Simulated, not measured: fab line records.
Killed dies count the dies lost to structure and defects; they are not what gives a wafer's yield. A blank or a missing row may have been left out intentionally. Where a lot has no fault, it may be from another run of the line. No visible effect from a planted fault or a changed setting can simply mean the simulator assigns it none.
Split-lot study | flow n5_finfet | on a route of 1938 steps: 7 lots, 39 wafers read

== THE SPLIT ITSELF ==
At N5_FIN_SAQP_EXPOSE_13 (exposes mask FIN CORE, target cd 35.6 nm), the setting dose_mj was moved away from the recipe's 63.25 on 15 of the 39 wafers read, by -5.6% to +6.6%. This setting was run at the recipe's value on the other wafers.

== FROM THE SPLIT TO THE READING: what the file shows between them, 2 steps ==
- N5_FIN_SAQP_PEB_14: peb time 60 s
- N5_FIN_SAQP_DEVELOP_15: develop time 30 s

== THE READING ==
cd_nm, in nm, at N5_FIN_SAQP_CD_MEAS_16 (target cd 35.6 nm). Fault-free wafers of this fab line usually give 35.66 nm, standard deviation 0.27 nm.

wafer  | tool, chamber at the split | dose_mj as run | against the recipe | cd_nm, nm | against lot-mates on the recipe
L076.1 | arfi_scanner-02, 0         | 63.25          | recipe             | 35.58     | -
L076.2 | arfi_scanner-02, 0         | 63.25          | recipe             | 35.54     | -
L076.3 | arfi_scanner-02, 0         | 63.25          | recipe             | 35.22     | -
L076.4 | arfi_scanner-02, 0         | 59.7           | -5.6%              | 36.90     | +1.45
L076.5 | arfi_scanner-02, 0         | 59.7           | -5.6%              | 36.95     | +1.50
L076.6 | arfi_scanner-02, 0         | 59.7           | -5.6%              | 37.11     | +1.66
L081.1 | arfi_scanner-01, 0         | 63.25          | recipe             | 35.66     | -
L081.2 | arfi_scanner-01, 0         | 66.93          | +5.8%              | 34.56     | -1.00
L081.3 | arfi_scanner-01, 0         | 66.93          | +5.8%              | 33.82     | -1.74
L081.4 | arfi_scanner-01, 0         | 63.25          | recipe             | 35.55     | -
L081.5 | arfi_scanner-01, 0         | 66.93          | +5.8%              | 34.12     | -1.44
L081.6 | arfi_scanner-01, 0         | 63.25          | recipe             | 35.47     | -
L083.1 | arfi_scanner-01, 0         | 63.25          | recipe             | 36.24     | -
L083.2 | arfi_scanner-01, 0         | 63.25          | recipe             | 35.89     | -
L083.3 | arfi_scanner-01, 0         | 63.25          | recipe             | 35.80     | -
L083.4 | arfi_scanner-01, 0         | 63.25          | recipe             | 36.32     | -
L083.5 | arfi_scanner-01, 0         | 63.25          | recipe             | 35.85     | -
L083.6 | arfi_scanner-01, 0         | 63.25          | recipe             | 35.86     | -
L085.1 | arfi_scanner-03, 0         | 63.25          | recipe             | 35.76     | -
L085.2 | arfi_scanner-03, 0         | 67.43          | +6.6%              | 34.22     | -1.32
L085.3 | arfi_scanner-03, 0         | 63.25          | recipe             | 35.16     | -
L085.4 | arfi_scanner-03, 0         | 67.43          | +6.6%              | 34.42     | -1.12
L085.5 | arfi_scanner-03, 0         | 63.25          | recipe             | 35.71     | -
L085.6 | arfi_scanner-03, 0         | 67.43          | +6.6%              | 33.87     | -1.67
L088.1 | arfi_scanner-01, 0         | 63.25          | recipe             | 35.63     | -
L088.2 | arfi_scanner-01, 0         | 65.9           | +4.2%              | 34.50     | -1.18
L088.3 | arfi_scanner-01, 0         | 63.25          | recipe             | 35.56     | -
L088.4 | arfi_scanner-01, 0         | 65.9           | +4.2%              | 35.05     | -0.63
L088.5 | arfi_scanner-01, 0         | 65.9           | +4.2%              | 34.86     | -0.82
L088.6 | arfi_scanner-01, 0         | 63.25          | recipe             | 35.86     | -
L095.1 | arfi_scanner-02, 0         | 66.97          | +5.9%              | 34.45     | -1.43
L095.2 | arfi_scanner-02, 0         | 63.25          | recipe             | 35.97     | -
L095.3 | arfi_scanner-02, 0         | 66.97          | +5.9%              | 34.34     | -1.54
L095.4 | arfi_scanner-02, 0         | 66.97          | +5.9%              | 34.14     | -1.74
L095.5 | arfi_scanner-02, 0         | 63.25          | recipe             | 35.78     | -
L095.6 | arfi_scanner-02, 0         | 63.25          | recipe             | 35.88     | -
L096.1 | arfi_scanner-03, 0         | 63.25          | recipe             | 35.41     | -
L096.2 | arfi_scanner-03, 0         | 63.25          | recipe             | 35.72     | -
L096.5 | arfi_scanner-03, 0         | 63.25          | recipe             | 35.49     | -

FIT RESULTS
A straight line over all 39 wafers: cd_nm changes by -0.237 nm for each +1% of dose_mj; r = -0.95; the points scatter about the line by 0.26 nm.
The same after taking each lot's own level away (the mean of its wafers on the recipe; 39 wafers): -0.244 nm for each +1%; r = -0.97; scatter 0.21 nm.
On that fit, the largest move of dose_mj shifts the reading by 1.6 nm.
Measured against the standard deviation above, the lots' own levels, which go from 35.447 to 35.993 nm, span 2.0 times it.
Consequently the slope shifts little with the lot-to-lot level, the two slopes agreeing.
Check: -1.6 nm against its lot-mates is what the line predicts for one of the wafers moved furthest among these (+6.6%) when that wafer is left out of the fit. Against them it came out at -1.32 nm.

== THE FILE'S OWN FIT ==
cd_nm changes by -0.24 nm for each +1% of dose_mj, r = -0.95.
